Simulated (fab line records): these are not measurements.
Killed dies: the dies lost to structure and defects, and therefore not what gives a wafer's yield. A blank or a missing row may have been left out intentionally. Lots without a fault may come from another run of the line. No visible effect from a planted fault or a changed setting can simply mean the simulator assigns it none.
Lot-split experiment | flow n5Finfet | on a route of 1938 steps: 7 lots, 39 wafers read

SPLIT DETAILS
At N5_DUMMY_GATE_ETCH_37 (etches SOC in N2/H2, target depth 60 nm, overetch 30 nm), the setting sourceW was moved away from the recipe's 840 W on 12 of the 39 wafers read, by -19.2% to +13.8%. This setting was run at the recipe's value on the other wafers.

The reading comes from the split's own step.

THE READING
rfVppV, in V, at N5_DUMMY_GATE_ETCH_37 (etches SOC in N2/H2, target depth 60 nm, overetch 30 nm). On this fab line, fault-free wafers typically give 524.4 V with a standard deviation of 2.9 V.

wafer  | tool, chamber at the split | sourceW as run, W | against the recipe | rfVppV, V | against lot-mates on the recipe
L075.1 | rieDiel-04, 0              | 840               | recipe             | 526.5     | -
L075.2 | rieDiel-04, 1              | 955.9             | +13.8%             | 499.8     | -24.5
L075.3 | rieDiel-04, 3              | 840               | recipe             | 519.3     | -
L075.4 | rieDiel-04, 2              | 840               | recipe             | 527.2     | -
L075.5 | rieDiel-04, 3              | 955.9             | +13.8%             | 498.9     | -25.4
L075.6 | rieDiel-04, 0              | 955.9             | +13.8%             | 505.4     | -18.9
L078.4 | rieDiel-01, 2              | 840               | recipe             | 522.3     | -
L078.5 | rieDiel-01, 3              | 840               | recipe             | 524.4     | -
L078.6 | rieDiel-01, 0              | 840               | recipe             | 528.7     | -
L079.1 | rieDiel-01, 2              | 785.7             | -6.5%              | 534.4     | +8.4
L079.2 | rieDiel-01, 3              | 785.7             | -6.5%              | 535.9     | +9.9
L079.3 | rieDiel-01, 0              | 785.7             | -6.5%              | 539.7     | +13.7
L079.4 | rieDiel-01, 0              | 840               | recipe             | 528.2     | -
L079.5 | rieDiel-01, 2              | 840               | recipe             | 524.2     | -
L079.6 | rieDiel-01, 3              | 840               | recipe             | 525.5     | -
L086.1 | rieDiel-04, 3              | 840               | recipe             | 520.7     | -
L086.2 | rieDiel-04, 2              | 840               | recipe             | 526.2     | -
L086.3 | rieDiel-04, 0              | 678.8             | -19.2%             | 564.4     | +40.1
L086.4 | rieDiel-04, 2              | 678.8             | -19.2%             | 565.2     | +40.9
L086.5 | rieDiel-04, 0              | 840               | recipe             | 525.9     | -
L086.6 | rieDiel-04, 3              | 678.8             | -19.2%             | 559.0     | +34.7
L089.1 | rieDiel-01, 0              | 840               | recipe             | 528.6     | -
L089.2 | rieDiel-01, 2              | 840               | recipe             | 523.1     | -
L089.3 | rieDiel-01, 3              | 840               | recipe             | 526.0     | -
L089.4 | rieDiel-01, 1              | 840               | recipe             | 528.5     | -
L089.5 | rieDiel-01, 0              | 840               | recipe             | 527.5     | -
L089.6 | rieDiel-01, 3              | 840               | recipe             | 527.3     | -
L093.1 | rieDiel-01, 1              | 840               | recipe             | 529.2     | -
L093.2 | rieDiel-01, 0              | 840               | recipe             | 527.9     | -
L093.3 | rieDiel-01, 3              | 840               | recipe             | 525.8     | -
L093.4 | rieDiel-01, 3              | 840               | recipe             | 524.1     | -
L093.5 | rieDiel-01, 1              | 840               | recipe             | 528.1     | -
L093.6 | rieDiel-01, 0              | 840               | recipe             | 528.3     | -
L096.1 | rieDiel-04, 0              | 910.8             | +8.4%              | 512.1     | -12.4
L096.2 | rieDiel-04, 2              | 840               | recipe             | 525.6     | -
L096.3 | rieDiel-04, 1              | 840               | recipe             | 521.6     | -
L096.4 | rieDiel-04, 0              | 910.8             | +8.4%              | 512.7     | -11.8
L096.5 | rieDiel-04, 1              | 910.8             | +8.4%              | 507.3     | -17.2
L096.6 | rieDiel-04, 2              | 840               | recipe             | 526.3     | -

THE FIT
A straight line over all 39 wafers: rfVppV changes by -1.85 V for each +1% of sourceW; r = -0.98; the points scatter about the line by 2.7 V.
The same after taking each lot's own level away (the mean of its wafers on the recipe; 39 wafers): -1.85 V for each +1%; r = -0.98; scatter 2.7 V.
Per that fit: largest sourceW move, reading shift of 35 V.
The span of the lots' own levels, 524.27 to 527.23 V, comes to 1.0 times the standard deviation stated above.
The two slopes are in agreement: the lot-to-lot level therefore moves the slope only a little.
Check: with one of the wafers moved furthest among these (-19.2%) left out of the fit, the line predicts +34.9 V for it against its lot-mates. It came out at +40.1 V against them.
Tool readings at the split's step, against how far the setting was moved: rfVppV r = -0.98.

OTHER SPLITS ON THESE WAFERS
These wafers also went through other splits before the reading. Each is held against what the fit with the lots' levels taken away leaves over:
other split on the same wafers | wafers away from the commonest value | r with rfVppV (lot level and that fit taken away)
N5_DUMMY_GATE_EXPOSE_12 doseMj | 15                                   | +0.18

FILE'S OWN FIT
rfVppV changes by -1.85 V for each +1% of sourceW, r = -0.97.
